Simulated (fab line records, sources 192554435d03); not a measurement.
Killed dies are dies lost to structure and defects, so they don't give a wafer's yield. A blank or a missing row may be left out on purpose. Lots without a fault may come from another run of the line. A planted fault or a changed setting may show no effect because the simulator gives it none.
A struck lot beside a sound one | flow n5_finfet | 14 steps out of a route of 1938
Sound: wafers L397.2, L397.4, L397.6. Struck: wafers L406.1, L406.3, L406.6. The cause comes at the end.
At each step with rows: each side's tool, then ch and its chambers, then its first start. Under that, the readings that differ: sound wafers | struck wafers | difference of the means | sigmas: that difference in standard deviations of wafers without a fault.
alike: readings whose means differ by less than 2 such deviations, and words and numbers that are the same on both sides. not compared: withheld readings, readings that some wafer has no value for, bounds like >300 that may hide the same value, and numbers for which the record gives no deviation and whose values overlap.
The two part at a step that has a row with sigmas, a row that says differs or no value, or rows on one side only. Numbers that don't overlap but have no deviation are shown without sigmas and don't part them. A reading that every wafer of one side lacks parts them only if that side has two wafers or more.

first, 8 steps without rows for these wafers: N5_MIM_TOP_LITHO_HMDS_01 (time 60 s); N5_MIM_TOP_LITHO_COAT_02; N5_MIM_TOP_LITHO_EBR_04; N5_MIM_TOP_LITHO_SOFTBAKE_03 (time 90 s); N5_MIM_TOP_LITHO_EXPOSE_05 (exposes mask MIM TOP, target cd 2000 nm); N5_MIM_TOP_LITHO_PEB_06; N5_MIM_TOP_LITHO_DEVELOP_07 (develop time 60 s); N5_MIM_TOP_LITHO_HARDBAKE_09 (time 120 s).
N5_MIM_TOP_LITHO_CD_MEAS_08: target cd 2000 nm.
  sound on cd_sem-03 ch 0, day 13 01:32; struck on cd_sem-02 ch 0, day 15 15:07
  alike: cd_nm
N5_MIM_TOP_LITHO_OVL_MEAS_11:
  sound on overlay-02 ch 0, day 13 01:34; struck on overlay-02 ch 0, day 15 15:09
  alike: MIM_TOP_OVL
N5_MIM_TOP_LITHO_INSPECT_12: inspects for defects (macro).
  sound on defect_inspect-02, day 13 01:35; struck on defect_inspect-01, day 15 15:10
  alike: raw_defect_count
N5_MIM_TOP_LITHO_DESCUM_10: chemistry O2, time 7.9 s.
  sound on rie_diel-01 ch 0,3, day 13 01:39; struck on rie_diel-03 ch 0,1, day 15 15:15
  alike: drypump_motor_current_A, oes_product_au, rf_vpp_V, showerhead_plenum_p_Torr, throttle_valve_pct
  not compared: rf_hours_counter_h
N5_MIM_TOP_ETCH_ETCH_00: etches TiN in Cl2/BCl3, target depth 38.5 nm.
  sound on rie_metal-01 ch 0,1, day 13 01:44; struck on rie_metal-02 ch 1, day 15 15:22
  reading                     | sound             | struck            | difference | sigmas
  bias_w (W)                  | 126.0 126.2 125.9 | 114.3 114.2 114.8 | -11.6      | -31
  drypump_motor_current_A (A) | 6.6 6.6 5.8       | 5.5 5.4 5.5       | -0.9       | -2
  alike: oes_product_au, throttle_valve_pct
  not compared: rf_hours_counter_h, model.MIM_TOP_ETCH.feature_depth_nm, model.etch.depth_nm
N5_MIM_TOP_ETCH_STRIP_01: strips in O2.
  sound on rie_diel-02 ch 0,1,2, day 13 01:59; struck on rie_diel-02 ch 1,2,3, day 15 15:46
  alike: drypump_motor_current_A, oes_product_au, rf_vpp_V, showerhead_plenum_p_Torr, throttle_valve_pct
  not compared: rf_hours_counter_h

WHERE THEY PART
Only at N5_MIM_TOP_ETCH_ETCH_00, within this record. Later steps at which nothing parts them and some readings are alike: N5_MIM_TOP_ETCH_STRIP_01.

WHY: what the simulator had put in
Process parameter drift: rie_metal-02, from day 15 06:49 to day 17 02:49, at N5_MIM_TOP_ETCH_ETCH_00. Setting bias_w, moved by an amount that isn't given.
